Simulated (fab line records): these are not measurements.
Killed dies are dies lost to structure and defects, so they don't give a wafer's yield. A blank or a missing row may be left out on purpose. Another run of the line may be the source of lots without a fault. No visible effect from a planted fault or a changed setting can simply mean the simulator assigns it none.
Matching of chambers / flow n5-finfet / N5_BEOL_M0_SAQP_STRIP_86 on rie-diel-02 has 4 sister chambers
The step strips in N2/H2. 7 wafers are shown with their chamber, then 8 later ones without.

== WAFERS, EACH WITH ITS CHAMBER ==
wafer=L716.1; chamber=3; showerhead-plenum-p-Torr (Torr)=3.22; throttle-valve-pct (%)=19.21
wafer=L722.2; chamber=2; showerhead-plenum-p-Torr (Torr)=3.27; throttle-valve-pct (%)=19.00
wafer=L722.5; chamber=3; showerhead-plenum-p-Torr (Torr)=3.22; throttle-valve-pct (%)=19.25
wafer=L724.2; chamber=0; showerhead-plenum-p-Torr (Torr)=3.43; throttle-valve-pct (%)=18.92
wafer=L724.4; chamber=2; showerhead-plenum-p-Torr (Torr)=3.26; throttle-valve-pct (%)=19.01
wafer=L724.5; chamber=0; showerhead-plenum-p-Torr (Torr)=3.43; throttle-valve-pct (%)=18.92
wafer=L731.1; chamber=1; showerhead-plenum-p-Torr (Torr)=3.21; throttle-valve-pct (%)=19.32

== WAFERS WITHOUT THEIR CHAMBER ==
wafer=L731.2; showerhead-plenum-p-Torr (Torr)=3.42; throttle-valve-pct (%)=18.95
wafer=L731.3; showerhead-plenum-p-Torr (Torr)=3.21; throttle-valve-pct (%)=19.28
wafer=L729.1; showerhead-plenum-p-Torr (Torr)=3.42; throttle-valve-pct (%)=18.98
wafer=L729.4; showerhead-plenum-p-Torr (Torr)=3.26; throttle-valve-pct (%)=19.02
wafer=L729.5; showerhead-plenum-p-Torr (Torr)=3.21; throttle-valve-pct (%)=19.26
wafer=L732.4; showerhead-plenum-p-Torr (Torr)=3.26; throttle-valve-pct (%)=19.04
wafer=L732.5; showerhead-plenum-p-Torr (Torr)=3.21; throttle-valve-pct (%)=19.26
wafer=L732.6; showerhead-plenum-p-Torr (Torr)=3.26; throttle-valve-pct (%)=19.01

== WHICH CHAMBER EACH ONE RAN IN ==
wafer=L731.2; from the rows above=0; in truth=0
wafer=L731.3; from the rows above=can't be placed: 1 or 3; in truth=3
wafer=L729.1; from the rows above=0; in truth=0
wafer=L729.4; from the rows above=2; in truth=2
wafer=L729.5; from the rows above=can't be placed: 3 or 1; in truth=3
wafer=L732.4; from the rows above=2; in truth=2
wafer=L732.5; from the rows above=can't be placed: 3 or 1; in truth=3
wafer=L732.6; from the rows above=2; in truth=2
5 of 8 placed correctly. These rows do not allow placing 3 (true chamber among the candidates in 3). Wrongly placed: 0.
How it was worked out, from the rows above alone: a wafer's distance from a chamber is the root of the sum, over the readings, of the square of ((its reading less the chamber's mean) divided by the reading's scatter). If the next closest chamber is less than 2 further off than the closest, the wafer can't be placed; otherwise it belongs to the closest. The mean given for a chamber averages the wafers shown for that chamber. The scatter is the square root of a quotient: the sum, over the shown wafers, of each reading's squared deviation from its chamber's mean, divided by wafers minus chambers.
